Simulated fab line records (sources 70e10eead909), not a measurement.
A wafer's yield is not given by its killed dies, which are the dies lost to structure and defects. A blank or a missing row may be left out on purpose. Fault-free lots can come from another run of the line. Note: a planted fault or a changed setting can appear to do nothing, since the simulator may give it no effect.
fab line records	flow nandHarc
[record] lots = 24	wafers = 72	lastDay = 34
route steps=1302 shown A_ZERO_WELL@401 A_ONON_D1@449 A_CHANNEL_HOLE_D1@466 A_CHANNEL_FILL_D1@507
lots with no fault: from the same line, run without faults
startH: the number of hours between the record's first day and the start of the first shown wafer of the lot	waitH: how many hours have passed since the lot's step before this one	" the same as in the row above	L1.1+2: a row that stands for several wafers	- no value, or no start given	* or withheld: withheld	< > ~ a bound
route shown NAME@n: a module of which the file shows steps, and the number in the route of the first	usual: mean/standard deviation taken from wafers without a fault	same: alike in all rows	chamber/n: place in a boat	sites: each site's reading	_std_site: standard deviation across them	_edge_site: mean of outer sites minus mean of inner sites	radiusMm: for every site, how far away it sits from the centre of the wafer	mask NAME#n: copy n	behind: tool/chamber where the wafer was last shaped	hold: why the lot was held/for how many hours/how that ended	device: transistor that didn't switch, given as n, p or np	end of line: tests of these same wafers at the route's end	a step given without rows: its recipe and nothing more	killed: dies lost to structure and defects at the first sort, not the wafer's yield	map: per-die view of a wafer (x killed, . not killed, _ where there is no die)
set.NAME: the setting as run; set.NAME@STEP: as run at that earlier step	model.NAME: the simulator's own value behind a step, which no gauge read
one table for each step of the route and one row for each wafer, over a sample of lots
services: a tool's chamber out of use, with start hour (startH, from the record's first day; less than 0 if before it), hours out, and reason
[[steps]]
[step NHARC_A_ZERO_WELL_CD_MEAS_10]
[recipe] targetCdNm = 2000	landingEnergyEv = 500
[usual] cdNm = 2000.2/1.7
lot.wafer	tool	chamber	startH	waitH	cdNm
L074.2	cdSem-03	0	139.71	-	1998.4
L074.5	"	0	"	"	2000.3
L074.6	"	0	"	"	1999.9
L075.1	cdSem-02	0	151.00	-	1999.4
L075.2	"	0	"	"	1998.1
L075.5	"	0	"	"	1998.8
L076.1	cdSem-03	0	162.92	-	1999.0
L076.3	"	0	"	"	1999.9
L076.4	"	0	"	"	2003.8
L077.1	cdSem-03	0	165.94	-	1998.7
L077.4	"	0	"	"	2000.2
L077.5	"	0	"	"	2000.2
L079.2	cdSem-03	0	189.39	-	2000.4
L079.5	"	0	"	"	2001.1
L079.6	"	0	"	"	2000.2
L078.1	cdSem-02	0	191.04	-	2000.3
L078.2	"	0	"	"	2002.2
L078.5	"	0	"	"	1999.9
L080.1	cdSem-02	0	209.73	-	2001.9
L080.2	"	0	"	"	2001.2
L080.5	"	0	"	"	2000.2
L081.1	cdSem-02	0	218.23	-	1997.8
L081.2	"	0	"	"	2002.2
L081.4	"	0	"	"	1997.9
L082.2	cdSem-02	0	219.18	-	2002.3
L082.3	"	0	"	"	1999.8
L082.5	"	0	"	"	2000.0
L083.2	cdSem-02	0	230.34	-	2000.2
L083.5	"	0	"	"	1999.5
L083.6	"	0	"	"	1997.3
L084.1	cdSem-02	0	238.53	-	2000.3
L084.3	"	0	"	"	1997.8
L084.5	"	0	"	"	1999.0
L086.4	cdSem-02	0	253.57	-	2000.1
L086.5	"	0	"	"	2000.7
L086.6	"	0	"	"	2000.2
L085.1	cdSem-02	0	258.94	-	2000.5
L085.2	"	0	"	"	1999.8
L085.6	"	0	"	"	2001.5
L087.1	cdSem-02	0	275.00	-	1999.5
L087.3	"	0	"	"	1999.6
L087.5	"	0	"	"	2001.6
L089.3	cdSem-01	0	284.87	-	1997.2
L089.5	"	0	"	"	1997.9
L089.6	"	0	"	"	1998.3
L088.1	cdSem-03	0	286.11	-	2001.3
L088.3	"	0	"	"	1999.2
L088.6	"	0	"	"	2000.0
L090.1	cdSem-01	0	305.73	-	2001.1
L090.3	"	0	"	"	1999.7
L090.5	"	0	"	"	2000.7
L091.1	cdSem-03	0	307.16	-	2001.6
L091.3	"	0	"	"	2002.4
L091.6	"	0	"	"	2000.5
L092.3	cdSem-01	0	318.70	-	1999.4
L092.4	"	0	"	"	1997.4
L092.6	"	0	"	"	2000.3
L093.1	cdSem-01	0	326.15	-	2002.6
L093.4	"	0	"	"	2001.2
L093.6	"	0	"	"	2003.8
L094.1	cdSem-03	0	346.87	-	2000.5
L094.3	"	0	"	"	1998.7
L094.4	"	0	"	"	2002.5
L095.1	cdSem-03	0	348.61	-	1997.9
L095.4	"	0	"	"	1998.1
L095.5	"	0	"	"	1997.9
L096.2	cdSem-03	0	363.02	-	2000.9
L096.3	"	0	"	"	1999.2
L096.5	"	0	"	"	1999.4
L097.2	cdSem-02	0	372.22	-	1997.8
L097.4	"	0	"	"	1999.1
L097.5	"	0	"	"	1998.7
[step NHARC_A_ONON_D1_INSPECT_32]
[usual] rawDefectCount = 67/25
lot.wafer	tool	chamber	startH	waitH	rawDefectCount
L074.2	defectInspect-02	-	179.03	0.0	74
L074.5	"	-	"	"	76
L074.6	"	-	"	"	146
L075.1	defectInspect-02	-	185.86	0.0	42
L075.2	"	-	"	"	60
L075.5	"	-	"	"	43
L076.1	defectInspect-02	-	199.69	0.0	39
L076.3	"	-	"	"	49
L076.4	"	-	"	"	47
L077.1	defectInspect-01	-	199.72	0.0	87
L077.4	"	-	"	"	68
L077.5	"	-	"	"	75
L079.2	defectInspect-02	-	230.60	0.0	56
L079.5	"	-	"	"	98
L079.6	"	-	"	"	95
L078.1	defectInspect-02	-	230.65	0.0	57
L078.2	"	-	"	"	84
L078.5	"	-	"	"	104
L080.1	defectInspect-02	-	250.76	0.1	72
L080.2	"	-	"	"	67
L080.5	"	-	"	"	80
L082.2	defectInspect-02	-	255.33	0.0	90
L082.3	"	-	"	"	99
L082.5	"	-	"	"	100
L081.1	defectInspect-02	-	255.51	0.0	34
L081.2	"	-	"	"	40
L081.4	"	-	"	"	32
L083.2	defectInspect-01	-	266.79	0.0	45
L083.5	"	-	"	"	105
L083.6	"	-	"	"	52
L084.1	defectInspect-01	-	274.68	0.0	57
L084.3	"	-	"	"	102
L084.5	"	-	"	"	70
L086.4	defectInspect-01	-	288.69	0.0	69
L086.5	"	-	"	"	94
L086.6	"	-	"	"	63
L085.1	defectInspect-02	-	293.92	0.0	29
L085.2	"	-	"	"	28
L085.6	"	-	"	"	72
L087.1	defectInspect-01	-	312.43	0.0	62
L087.3	"	-	"	"	45
L087.5	"	-	"	"	65
L089.3	defectInspect-02	-	320.85	0.0	119
L089.5	"	-	"	"	104
L089.6	"	-	"	"	125
L088.1	defectInspect-01	-	321.00	0.0	64
L088.3	"	-	"	"	24
L088.6	"	-	"	"	61
L091.1	defectInspect-01	-	346.31	0.0	70
L091.3	"	-	"	"	47
L091.6	"	-	"	"	89
L090.1	defectInspect-02	-	346.37	0.0	65
L090.3	"	-	"	"	45
L090.5	"	-	"	"	58
L093.1	defectInspect-02	-	362.95	0.0	110
L093.4	"	-	"	"	71
L093.6	"	-	"	"	109
L092.3	defectInspect-01	-	362.96	0.0	99
L092.4	"	-	"	"	63
L092.6	"	-	"	"	41
L094.1	defectInspect-02	-	381.83	0.0	67
L094.3	"	-	"	"	66
L094.4	"	-	"	"	51
L095.1	defectInspect-02	-	382.11	0.0	48
L095.4	"	-	"	"	51
L095.5	"	-	"	"	41
L096.2	defectInspect-01	-	400.00	0.0	76
L096.3	"	-	"	"	76
L096.5	"	-	"	"	30
L097.2	defectInspect-02	-	411.75	0.0	56
L097.4	"	-	"	"	55
L097.5	"	-	"	"	48
[step NHARC_A_CHANNEL_HOLE_D1_ETCH_38]
[recipe] targetDepthA = 390	overEtchFrac = 0.3	timeS = 65	ionEnergyEv = 80	cf4FlowSccm = 150	arFlowSccm = 0	rfW = 300	biasW = 100	chemistry = CF4
[usual] drypumpMotorCurrentA = 5.7/0.52	oesProductAu = 1.000/0.0099	rfVppV = 151.2/1.3	showerheadPlenumPTorr = 1.77/0.08	throttleValvePct = 13.284/0.0089
lot.wafer	tool	chamber	startH	waitH	drypumpMotorCurrentA	oesProductAu	rfHoursCounterH	rfVppV	showerheadPlenumPTorr	throttleValvePct
L074.2	rieDiel-08	1	182.02	0.1	4.9	1.018	15	152.6	1.87	13.290
L074.5	"	1	"	"	4.9	1.016	-	152.6	1.87	13.288
L074.6	"	2	"	"	6.5	0.999	-	150.0	1.76	13.291
L075.2	rieDiel-08	1	188.88	0.1	4.9	1.020	16	152.7	1.87	13.282
L075.1	"	3	"	"	5.9	0.985	15	150.2	1.65	13.303
L075.5	"	2	"	"	6.5	1.005	-	150.2	1.76	13.289
L076.3	rieDiel-11	3	202.66	0.1	5.9	0.993	34	151.1	1.76	13.283
L076.4	"	0	"	"	6.2	0.998	33	151.0	1.67	13.281
L076.1	"	2	"	"	5.9	1.000	34	150.4	1.73	13.288
L077.4	rieDiel-10	2	203.36	0.1	5.3	1.012	39	150.0	1.65	13.298
L077.1	"	3	"	"	6.0	1.002	42	150.5	1.72	13.289
L077.5	"	1	"	"	5.5	1.001	-	152.7	1.79	13.285
L079.2	rieDiel-08	1	235.12	0.1	4.9	0.996	2	152.7	1.87	13.278
L079.6	"	1	"	"	4.8	1.009	-	153.4	1.87	13.278
L079.5	"	2	"	"	6.5	0.991	-	150.7	1.76	13.279
L078.2	rieDiel-11	0	235.41	0.1	6.2	1.001	44	149.8	1.66	13.281
L078.1	"	2	"	"	5.9	1.015	44	151.2	1.73	13.284
L078.5	"	3	"	"	5.9	1.003	-	151.8	1.75	13.283
L080.1	rieDiel-08	3	255.89	0.1	6.0	0.992	4	149.4	1.65	13.282
L080.2	"	2	"	"	6.5	0.997	4	151.4	1.76	13.290
L080.5	"	0	"	"	5.7	1.011	-	152.7	1.85	13.289
L082.3	rieDiel-10	2	261.93	0.1	5.3	1.008	3	150.6	1.65	13.276
L082.2	"	3	"	"	6.0	0.997	3	149.8	1.71	13.270
L082.5	"	1	"	"	5.5	1.000	-	150.4	1.79	13.290
L081.2	rieDiel-08	2	262.38	0.1	6.5	0.994	4	150.5	1.76	13.279
L081.1	"	3	"	"	6.0	0.999	5	150.7	1.65	13.295
L081.4	"	1	"	"	4.8	1.006	5	153.2	1.87	13.273
L083.2	rieDiel-08	1	270.29	0.1	4.9	1.009	5	153.8	1.87	13.295
L083.6	"	1	"	"	4.9	1.011	-	152.7	1.87	13.265
L083.5	"	2	"	"	6.5	0.975	-	151.4	1.76	13.287
L084.3	rieDiel-08	1	277.54	0.1	4.9	1.001	7	151.8	1.87	13.278
L084.1	"	0	"	"	5.7	0.994	4	153.8	1.85	13.289
L084.5	"	0	"	"	5.7	0.986	-	153.3	1.85	13.293
L086.4	rieDiel-08	0	291.69	0.1	5.7	1.004	6	152.1	1.85	13.297
L086.6	"	2	"	"	6.5	1.005	-	150.6	1.76	13.278
L086.5	"	3	"	"	6.0	0.995	-	150.2	1.65	13.275
L085.2	rieDiel-10	1	296.89	0.1	5.5	0.994	15	151.6	1.78	13.289
L085.1	"	2	"	"	5.3	1.005	14	149.3	1.64	13.274
L085.6	"	3	"	"	6.0	1.013	-	148.8	1.71	13.278
L087.3	rieDiel-08	2	316.79	0.1	6.5	1.000	9	150.6	1.76	13.294
L087.1	"	3	"	"	6.0	0.994	9	149.4	1.65	13.285
L087.5	"	3	"	"	5.9	0.985	-	150.5	1.65	13.293
L089.3	rieDiel-08	0	323.74	0.1	5.7	0.998	8	152.2	1.85	13.281
L089.6	"	1	"	"	4.9	0.998	-	151.5	1.87	13.277
L089.5	"	2	"	"	6.5	0.984	-	151.4	1.76	13.289
L088.1	rieDiel-11	2	324.01	0.1	5.9	0.989	14	150.4	1.73	13.282
L088.3	"	1	"	"	5.5	0.997	15	151.1	1.80	13.275
L088.6	"	1	"	"	5.5	0.995	-	149.8	1.80	13.278
L091.1	rieDiel-10	3	352.13	0.1	6.0	1.003	32	150.3	1.71	13.295
L091.3	"	0	"	"	5.6	1.000	35	151.3	1.76	13.283
L091.6	"	2	"	"	5.3	0.999	-	150.1	1.64	13.298
L090.3	rieDiel-08	2	353.39	0.1	6.5	0.986	11	152.3	1.76	13.285
L090.1	"	3	"	"	5.9	0.987	12	149.4	1.65	13.299
L090.5	"	0	"	"	5.7	1.000	-	151.6	1.85	13.280
L093.1	rieDiel-10	3	368.12	0.1	6.0	1.016	37	150.6	1.71	13.283
L093.4	"	0	"	"	5.6	1.005	44	149.7	1.76	13.273
L093.6	"	3	"	"	6.0	1.009	-	150.3	1.71	13.284
L092.4	rieDiel-11	2	368.45	0.1	5.9	0.991	30	149.8	1.72	13.283
L092.3	"	0	"	"	6.2	0.984	32	149.1	1.65	13.301
L092.6	"	2	"	"	6.0	0.993	-	150.8	1.72	13.275
L094.3	rieDiel-08	0	389.31	0.1	5.7	1.011	0	152.5	1.85	13.272
L094.4	"	2	"	"	6.5	1.001	0	150.9	1.76	13.285
L094.1	"	3	"	"	6.0	0.998	0	150.3	1.65	13.267
L095.4	rieDiel-08	1	391.23	0.1	4.9	1.014	0	151.7	1.87	13.276
L095.1	"	2	"	"	6.5	1.003	1	150.8	1.76	13.290
L095.5	"	0	"	"	5.7	1.006	-	152.6	1.85	13.285
L096.3	rieDiel-08	0	403.58	0.3	5.7	1.007	2	153.5	1.85	13.291
L096.2	"	1	"	"	4.9	1.020	2	150.9	1.87	13.284
L096.5	"	3	"	"	6.0	1.006	-	149.1	1.65	13.291
L097.2	rieDiel-08	0	414.83	0.1	5.7	1.011	3	152.6	1.85	13.279
L097.4	"	1	"	"	4.9	1.013	3	153.7	1.87	13.291
L097.5	"	0	"	"	5.7	1.002	-	152.4	1.85	13.285
[step NHARC_A_CHANNEL_HOLE_D1_CD_MEAS_18]
[usual] cdNm = 99.2/2.3
lot.wafer	tool	chamber	startH	waitH	cdNm
L074.2	cdSem-02	-	183.05	-	98.0
L074.5	"	-	"	"	100.6
L074.6	"	-	"	"	97.5
L075.1	cdSem-02	-	189.90	-	99.8
L075.2	"	-	"	"	100.0
L075.5	"	-	"	"	100.5
L076.1	cdSem-02	-	203.67	-	101.2
L076.3	"	-	"	"	96.9
L076.4	"	-	"	"	99.5
L077.1	cdSem-03	-	204.37	-	100.9
L077.4	"	-	"	"	101.3
L077.5	"	-	"	"	101.2
L079.2	cdSem-01	-	236.32	-	102.9
L079.5	"	-	"	"	102.9
L079.6	"	-	"	"	101.1
L078.1	cdSem-02	-	236.43	-	103.1
L078.2	"	-	"	"	98.4
L078.5	"	-	"	"	98.6
L080.1	cdSem-02	-	256.92	-	97.1
L080.2	"	-	"	"	102.7
L080.5	"	-	"	"	98.1
L082.2	cdSem-03	-	262.99	-	98.6
L082.3	"	-	"	"	97.9
L082.5	"	-	"	"	102.0
L081.1	cdSem-03	-	263.41	-	97.5
L081.2	"	-	"	"	97.7
L081.4	"	-	"	"	99.0
L083.2	cdSem-02	-	271.32	-	98.3
L083.5	"	-	"	"	98.3
L083.6	"	-	"	"	98.8
L084.1	cdSem-03	-	278.76	-	98.2
L084.3	"	-	"	"	99.6
L084.5	"	-	"	"	98.9
L086.4	cdSem-01	-	292.70	-	99.7
L086.5	"	-	"	"	101.0
L086.6	"	-	"	"	99.8
L085.1	cdSem-03	-	297.89	-	96.5
L085.2	"	-	"	"	98.8
L085.6	"	-	"	"	100.2
L087.1	cdSem-01	-	317.82	-	99.6
L087.3	"	-	"	"	98.5
L087.5	"	-	"	"	101.8
L089.3	cdSem-01	-	324.76	-	98.2
L089.5	"	-	"	"	98.6
L089.6	"	-	"	"	102.7
L088.1	cdSem-02	-	325.10	-	98.4
L088.3	"	-	"	"	95.6
L088.6	"	-	"	"	99.9
L091.1	cdSem-02	-	353.25	-	102.1
L091.3	"	-	"	"	99.5
L091.6	"	-	"	"	100.7
L090.1	cdSem-02	-	354.39	-	100.0
L090.3	"	-	"	"	97.4
L090.5	"	-	"	"	98.0
L093.1	cdSem-02	-	369.15	-	103.3
L093.4	"	-	"	"	100.4
L093.6	"	-	"	"	102.6
L092.3	cdSem-03	-	370.47	-	94.5
L092.4	"	-	"	"	98.8
L092.6	"	-	"	"	98.2
L094.1	cdSem-01	-	390.34	-	99.8
L094.3	"	-	"	"	93.2
L094.4	"	-	"	"	99.1
L095.1	cdSem-01	-	392.24	-	98.8
L095.4	"	-	"	"	96.2
L095.5	"	-	"	"	97.8
L096.2	cdSem-03	-	404.60	-	92.8
L096.3	"	-	"	"	96.3
L096.5	"	-	"	"	92.0
L097.2	cdSem-02	-	416.06	-	102.0
L097.4	"	-	"	"	96.6
L097.5	"	-	"	"	98.6
[step NHARC_A_CHANNEL_HOLE_D1_ETCH_19]
[recipe] biasV = 1200	sourceW = 2500	pressureMtorr = 15	timeS = 34.5	arFlowSccm = 375	c4f8FlowSccm = 28.8	o2FlowSccm = 96.2	tempC = -20	targetDepthA = *	chemistry = C4F8/O2/Ar
[usual] drypumpMotorCurrentA = 5.6/0.63	showerheadPlenumPTorr = 3.62/0.11	tempC = -20.00/0.11	throttleValvePct = 37.037/0.009
lot.wafer	tool	chamber	startH	waitH	drypumpMotorCurrentA	rfHoursCounterH	showerheadPlenumPTorr	tempC	throttleValvePct
L074.2	harEtch-02	0	183.12	0.1	6.6	297	3.69	-19.98	37.029
L074.6	"	0	"	"	6.6	-	3.69	-20.08	37.036
L074.5	"	1	"	"	5.9	-	3.50	-19.95	37.043
L075.1	harEtch-01	0	189.97	0.1	5.0	88	3.61	-20.02	37.037
L075.2	"	1	"	"	5.1	88	3.71	-19.97	37.044
L075.5	"	1	"	"	5.1	-	3.71	-20.03	37.028
L076.1	harEtch-01	0	203.74	0.1	5.1	92	3.61	-20.10	37.032
L076.3	"	0	"	"	5.0	-	3.61	-20.01	37.029
L076.4	"	1	"	"	5.1	-	3.71	-19.98	37.033
L077.1	harEtch-02	1	204.45	0.1	6.0	309	3.49	-20.01	37.053
L077.4	"	1	"	"	5.9	-	3.49	-20.04	37.030
L077.5	"	0	"	"	6.6	-	3.69	-19.98	37.042
L079.2	harEtch-01	0	236.41	0.1	5.1	111	3.60	-20.15	37.040
L079.5	"	1	"	"	5.1	-	3.70	-19.94	37.048
L079.6	"	0	"	"	5.0	-	3.60	-20.17	37.050
L078.1	harEtch-02	0	236.66	0.2	6.6	328	3.68	-19.89	37.029
L078.2	"	1	"	"	6.0	328	3.48	-20.11	37.048
L078.5	"	0	"	"	6.6	-	3.68	-20.03	37.043
L080.2	harEtch-01	1	256.99	0.1	5.1	118	3.69	-19.94	37.027
L080.1	"	0	"	"	5.1	118	3.60	-19.85	37.018
L080.5	"	1	"	"	5.1	-	3.69	-19.89	37.027
L082.2	harEtch-02	1	268.42	5.4	6.0	343	3.47	-19.79	37.049
L082.3	"	0	"	"	6.6	-	3.67	-19.98	37.040
L082.5	"	0	"	"	6.6	-	3.67	-19.61	37.028
L081.2	harEtch-01	1	269.54	6.1	5.1	130	3.69	-20.11	37.031
L081.1	"	0	"	"	5.0	130	3.59	-19.94	37.050
L081.4	"	0	"	"	5.0	-	3.59	-20.00	37.034
L083.2	harEtch-02	0	272.59	1.3	6.6	347	3.67	-20.18	37.047
L083.6	"	1	"	"	5.9	-	3.47	-20.10	37.028
L083.5	"	0	"	"	6.6	-	3.67	-20.21	37.040
L084.1	harEtch-02	0	278.85	0.1	6.6	351	3.66	-19.99	37.033
L084.3	"	0	"	"	6.6	-	3.66	-19.97	37.040
L084.5	"	1	"	"	5.9	-	3.47	-19.95	37.021
L086.4	harEtch-01	0	292.83	0.1	5.0	-	3.58	-20.05	37.044
L086.5	"	1	"	"	5.1	-	3.68	-20.05	37.044
L086.6	"	0	"	"	5.0	-	3.58	-20.15	37.030
L085.1	harEtch-01	0	297.97	0.1	5.0	146	3.58	-20.25	37.031
L085.2	"	1	"	"	5.1	146	3.68	-20.05	37.054
L085.6	"	0	"	"	5.0	-	3.58	-20.15	37.037
L087.1	harEtch-01	0	318.31	0.5	5.1	161	3.57	-20.05	37.052
L087.3	"	1	"	"	5.1	-	3.67	-20.11	37.036
L087.5	"	1	"	"	5.1	-	3.67	-20.08	37.061
L089.3	harEtch-02	1	324.89	0.1	5.9	-	3.46	-20.03	37.035
L089.5	"	0	"	"	6.6	-	3.65	-19.95	37.038
L089.6	"	1	"	"	5.9	-	3.46	-20.15	37.049
L088.1	harEtch-01	0	325.19	0.1	5.1	165	3.57	-20.00	37.040
L088.3	"	1	"	"	5.2	-	3.67	-19.95	37.042
L088.6	"	1	"	"	5.1	-	3.67	-19.86	37.028
L091.1	harEtch-01	0	355.26	2.0	5.0	180	3.56	-19.82	37.027
L091.3	"	0	"	"	5.0	-	3.56	-19.99	37.040
L091.6	"	1	"	"	5.1	-	3.66	-19.97	37.035
L090.1	harEtch-02	0	359.00	4.6	6.6	393	3.64	-20.02	37.044
L090.3	"	1	"	"	5.9	-	3.45	-19.88	37.048
L090.5	"	0	"	"	6.6	-	3.64	-20.12	37.037
L093.1	harEtch-02	1	369.23	0.1	5.9	397	3.45	-20.03	37.037
L093.4	"	0	"	"	6.6	-	3.64	-19.63	37.030
L093.6	"	0	"	"	6.6	-	3.64	-20.00	37.039
L092.3	harEtch-01	0	370.59	0.1	5.1	-	3.56	-20.20	37.041
L092.4	"	1	"	"	5.1	-	3.65	-19.94	37.054
L092.6	"	1	"	"	5.1	-	3.65	-19.93	37.041
L094.1	harEtch-01	1	396.53	6.2	5.1	210	3.64	-19.86	37.040
L094.3	"	1	"	"	5.1	-	3.64	-19.97	37.035
L094.4	"	0	"	"	5.1	-	3.55	-20.01	37.041
L095.1	harEtch-02	0	398.40	6.2	6.7	4	3.98	-19.86	37.047
L095.4	"	1	"	"	5.9	-	3.98	-20.19	37.037
L095.5	"	1	"	"	5.9	-	3.98	-20.19	37.050
L096.2	harEtch-01	1	404.85	0.2	5.1	218	3.64	-20.13	37.046
L096.3	"	0	"	"	5.1	-	3.54	-19.84	37.038
L096.5	"	0	"	"	5.1	-	3.54	-19.90	37.049
L097.2	harEtch-01	0	416.13	0.1	5.1	222	3.54	-19.95	37.042
L097.4	"	1	"	"	5.1	-	3.63	-19.92	37.025
L097.5	"	1	"	"	5.1	-	3.63	-19.98	37.030
[step NHARC_A_CHANNEL_FILL_D1_ALD_25]
[recipe] targetThkA = 600	pulseTimeS = 10	aldCycles = 600	tempC = 300	material = SiOx
[usual] heaterPowerOuterW = 260/29	heaterPowerW = 464/49	precursorPulseHeightRel = 1.001/0.019
lot.wafer	tool	chamber	startH	waitH	heaterPowerOuterW	heaterPowerW	precursorPulseHeightRel
L074.2	aldHk-04	1	225.52	0.1	278	493	1.006
L074.5	"	1	230.45	5.0	270	501	1.019
L074.6	"	2	231.68	6.2	239	433	0.978
L075.1	aldHk-02	3	238.25	0.7	303	521	1.023
L075.2	"	1	239.48	1.9	259	456	0.986
L075.5	"	3	240.70	3.1	310	528	1.028
L076.3	aldHk-01	3	246.07	0.1	300	484	0.981
L076.1	"	0	"	"	296	530	1.006
L076.4	"	1	"	"	260	426	1.015
L077.1	aldHk-02	2	246.66	0.7	239	413	1.005
L077.4	"	0	247.89	1.9	200	365	1.000
L077.5	"	1	"	"	254	469	1.007
L078.2	aldHk-04	1	278.55	0.1	269	489	0.982
L078.1	"	3	279.78	1.3	263	463	0.994
L078.5	"	2	281.63	3.1	254	458	1.002
L079.2	aldHk-02	2	280.39	1.9	236	411	1.013
L079.6	"	3	"	"	303	521	0.994
L079.5	"	0	"	"	201	355	0.985
L080.2	aldHk-04	0	299.82	0.1	219	436	1.018
L080.1	"	3	301.64	1.9	246	459	1.010
L080.5	"	1	302.86	3.1	276	482	1.000
L081.4	aldHk-01	3	314.30	0.1	292	482	0.982
L081.1	"	0	"	"	286	506	1.009
L081.2	"	2	316.16	1.9	274	507	0.952
L083.2	aldHk-04	3	314.93	0.7	260	456	0.991
L083.6	"	2	316.80	2.6	256	462	0.962
L083.5	"	3	"	"	249	482	1.013
L082.2	aldHk-02	1	315.60	1.3	259	467	1.020
L082.3	"	2	"	"	235	419	0.965
L082.5	"	1	318.08	3.8	260	475	1.011
L084.1	aldHk-01	3	322.47	1.3	293	472	1.006
L084.3	"	0	"	"	282	513	0.980
L084.5	"	1	"	"	258	461	0.959
L086.4	aldHk-02	0	335.20	0.0	199	357	0.974
L086.5	"	0	337.60	2.5	205	346	0.996
L086.6	"	1	"	"	266	474	1.004
L085.1	aldHk-02	0	343.58	0.7	208	368	0.994
L085.2	"	2	344.81	1.9	244	412	1.008
L085.6	"	0	346.05	3.1	203	361	1.014
L087.1	aldHk-01	2	362.43	0.1	272	510	1.000
L087.3	"	1	364.30	1.9	259	442	1.015
L087.5	"	2	"	"	278	517	0.989
L089.3	aldHk-02	3	367.42	0.7	295	532	0.996
L089.6	"	2	369.22	2.5	230	396	1.003
L089.5	"	3	"	"	290	535	1.000
L088.1	aldHk-04	0	368.03	1.3	218	454	0.996
L088.3	"	1	"	"	280	482	0.952
L088.6	"	3	369.86	3.1	251	470	0.977
L091.3	aldHk-04	2	397.65	0.1	252	457	1.034
L091.1	"	3	"	"	264	471	0.985
L091.6	"	2	400.10	2.5	252	472	1.002
L090.1	aldHk-02	0	401.63	0.7	213	363	1.014
L090.3	"	1	"	"	282	478	1.036
L090.5	"	0	404.10	3.1	203	376	0.994
L093.1	aldHk-01	3	410.93	0.1	299	494	0.996
L093.4	"	0	"	"	287	511	1.022
L093.6	"	0	414.02	3.1	282	523	1.036
L092.3	aldHk-04	3	411.17	0.3	255	487	0.992
L092.4	"	2	413.02	2.1	252	463	1.011
L092.6	"	3	"	"	253	460	1.013
L094.1	aldHk-02	2	439.50	0.7	228	410	0.976
L094.3	"	3	"	"	297	535	0.977
L094.4	"	0	"	"	214	367	1.009
L095.1	aldHk-01	3	442.39	3.6	293	487	0.997
L095.4	"	0	"	"	285	530	1.026
L095.5	"	2	444.25	5.4	277	504	0.987
L096.2	aldHk-02	1	448.53	0.1	276	498	1.004
L096.3	"	2	449.76	1.3	230	399	0.993
L096.5	"	2	454.68	6.2	234	405	1.024
L097.4	aldHk-04	2	460.15	0.1	250	453	0.987
L097.2	"	1	462.00	1.9	290	483	1.024
L097.5	"	3	463.23	3.1	260	475	0.981
[[services]]
tool	chamber	startH	hours	kind
aldHk-02	-	170.00	10.0	pm
aldHk-02	-	184.21	2.3	repair
rieDiel-08	-	191.05	9.0	pm
aldHk-04	-	191.35	2.1	repair
rieDiel-08	2	203.25	12.5	repair
aldHk-02	-	204.34	2.0	repair
aldHk-01	-	225.16	0.6	repair
rieDiel-08	0	235.14	17.7	repair
rieDiel-10	-	243.97	9.0	pm
aldHk-04	-	255.32	10.0	pm
harEtch-01	-	262.34	0.3	repair
rieDiel-08	3	272.12	7.2	repair
rieDiel-10	-	272.89	2.5	repair
harEtch-02	-	302.92	3.0	repair
rieDiel-08	-	333.82	0.5	repair
rieDiel-08	2	339.63	3.4	repair
aldHk-02	-	348.00	10.0	pm
rieDiel-10	3	360.61	7.2	repair
rieDiel-08	-	368.07	9.0	pm
harEtch-02	-	377.23	17.0	pm
aldHk-04	-	394.79	1.0	repair
aldHk-01	-	416.20	0.6	repair
rieDiel-08	3	417.44	3.1	repair
aldHk-04	-	433.37	10.0	pm
[[key]]
fault none
